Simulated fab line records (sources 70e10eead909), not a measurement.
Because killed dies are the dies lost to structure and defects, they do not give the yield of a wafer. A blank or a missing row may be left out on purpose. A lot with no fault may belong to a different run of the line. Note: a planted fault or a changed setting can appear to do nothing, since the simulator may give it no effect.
A struck lot beside a sound one -- flow nand_harc -- 24 steps out of a route of 1302
Sound: these wafers, L512.3, L512.4, L512.5. Wafers L526.2, L526.5, L526.6 were the ones struck. At the end, the cause is stated.
At each step with rows: each side's tool, then ch and its chambers, then its first start. Under that, the readings that differ: sound wafers -- struck wafers -- difference of the means -- sigmas: that difference in standard deviations of wafers without a fault.
alike: a reading whose means differ by less than 2 such deviations, as well as words and numbers matching on both sides. not compared: withheld readings; readings where some wafer has no value; bounds like >300 that might hide an equal value; numbers whose values overlap and for which the record gives no deviation.
The two part at a step that has a row with sigmas, a row that says differs or no value, or rows on one side only. Non-overlapping numbers with no deviation appear without sigmas and do not part them. A reading that every wafer of one side lacks parts them only if that side has two wafers or more.

first, 12 steps without rows for these wafers: NHARC_P_STI_ETCH_26 (etches SiO2 in dHF, target depth 11 nm); NHARC_P_STI_PRECLEAN_27 (cleans in SC1); NHARC_P_STI_SRD_28; NHARC_P_STI_OXIDE_29 (material SiO2, target thk 10 nm, ox time 1362 s); NHARC_P_STI_HM_DEP_30 (deposits Si3N4, target thk 80 nm, time 873 s); NHARC_P_STI_DEHYDRATE_01 (time 120 s); NHARC_P_STI_HMDS_02 (time 30 s); NHARC_P_STI_COAT_41 (time 65 s); NHARC_P_STI_COAT_03 (resist thk 600 nm); NHARC_P_STI_SOFTBAKE_04 (time 70 s); NHARC_P_STI_EBR_05; NHARC_P_STI_EXPOSE_06 (exposes mask P STI, target cd 200 nm).
NHARC_P_STI_PEB_07: peb time 80 s.
  sound on litho_track-07 ch 0, day 4 23:34; struck on litho_track-07 ch 0, day 10 18:38
reading,sound,struck,difference,sigmas
heater_power_total_W (W),190.3 190.7 189.7,197.1 195.7 195.7,+5.9,+8
plate_temp_C (C),127.90 127.73 128.09,131.61 131.61 131.75,+3.75,+27
then, 1 step without rows for these wafers: NHARC_P_STI_DEVELOP_08 (time 50 s).
NHARC_P_STI_CD_MEAS_09 targets a cd of 200 nm.
  sound on cd_sem-03 ch 0, day 4 23:39; struck on cd_sem-01 ch 0
reading,sound,struck,difference,sigmas
cd_nm (nm),202.1 204.2 202.3,221.7 221.6 221.2,+18.6,+10
  not compared: hold
NHARC_P_STI_OVL_MEAS_10:
  sound on overlay-01 at day 4 23:44; struck on overlay-02 at day 10 20:17
reading,sound,struck,difference,sigmas
hold,- - -,await_dispo/1.3h/release await_dispo/1.3h/release await_dispo/1.3h/release,no value on the sound wafers,
  alike: overlay_x_nm, overlay_y_nm
NHARC_P_STI_INSPECT_11:
  sound on defect_inspect-02 at day 4 23:46; struck on defect_inspect-02 at day 10 20:19
  alike: raw_defect_count
then, 1 step without rows for these wafers: NHARC_P_STI_HARDBAKE_13 (time 65 s).
NHARC_P_STI_DESCUM_14: chemistry O2, time 3 s.
  sound on rie_diel-04 ch 0,3, day 4 23:55; struck on rie_diel-10 ch 1,2,3, day 10 20:28
reading,sound,struck,difference,sigmas
rf_vpp_V (V),58.4 58.5 58.5,57.1 56.8 55.2,-2.1,-3
model.P_STI.cd_nm (nm),201.4 203.8 201.7,221.6 221.8 221.4,+19.3,
  alike: drypump_motor_current_A, oes_product_au, showerhead_plenum_p_Torr, throttle_valve_pct
  not compared: rf_hours_counter_h
NHARC_P_STI_ETCH_42: etches the open film in N2/H2, target depth 80 nm, overetch 24 nm, time 61 s.
  sound on rie_diel-04 ch 0,1,3, day 5 00:01; struck on rie_diel-10 ch 0,1,3, day 10 20:34
  alike: drypump_motor_current_A, oes_product_au, rf_vpp_V, showerhead_plenum_p_Torr, throttle_valve_pct
  not compared: rf_hours_counter_h
NHARC_P_STI_ETCH_31: etches the open film in CF4/CHF3, target depth 108.9 nm, time 54.5 s.
  sound on rie_diel-04 ch 0,1,3; struck on rie_diel-10 ch 0,2,3
  alike: drypump_motor_current_A, oes_product_au, rf_vpp_V, showerhead_plenum_p_Torr, throttle_valve_pct
  not compared: rf_hours_counter_h
NHARC_P_STI_ETCH_15: etches the open film in HBr/Cl2, target depth 300 nm, time 100.1 s.
  sound on rie_si-05 ch 0,1,3, day 5 00:13; struck on rie_si-05 ch 0,3, day 10 20:44
reading,sound,struck,difference,sigmas
model.P_STI.cd_nm (nm),201 203.2 200.9,220.7 220.6 221.5,+19.2,
  alike: drypump_motor_current_A, oes_product_au, throttle_valve_pct
  not compared: rf_hours_counter_h
NHARC_P_STI_CD_MEAS_16:
  sound on cd_sem-02 at day 5 00:23; struck on cd_sem-01 at day 10 21:05
reading,sound,struck,difference,sigmas
cd_nm (nm),200.9 203.1 201.0,220.8 220.4 221.5,+19.2,+11
  not compared: hold
NHARC_P_STI_OCD_MEAS_17:
  sound on ocd-01 at day 5 00:28; struck on ocd-01 at day 10 23:19
reading,sound,struck,difference,sigmas
trench_foot_cd_nm (nm),160.2 162.6 159.9,180.7 180.3 179.7,+19.3,+11
  alike: trench_depth_nm
  not compared: hold

== WHERE THEY PART ==
Last at NHARC_P_STI_OCD_MEAS_17 as far as this record goes, first at NHARC_P_STI_PEB_07.

WHY: what the simulator had put in
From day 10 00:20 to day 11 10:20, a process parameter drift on litho_track-07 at NHARC_P_STI_PEB_07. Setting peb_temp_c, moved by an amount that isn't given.
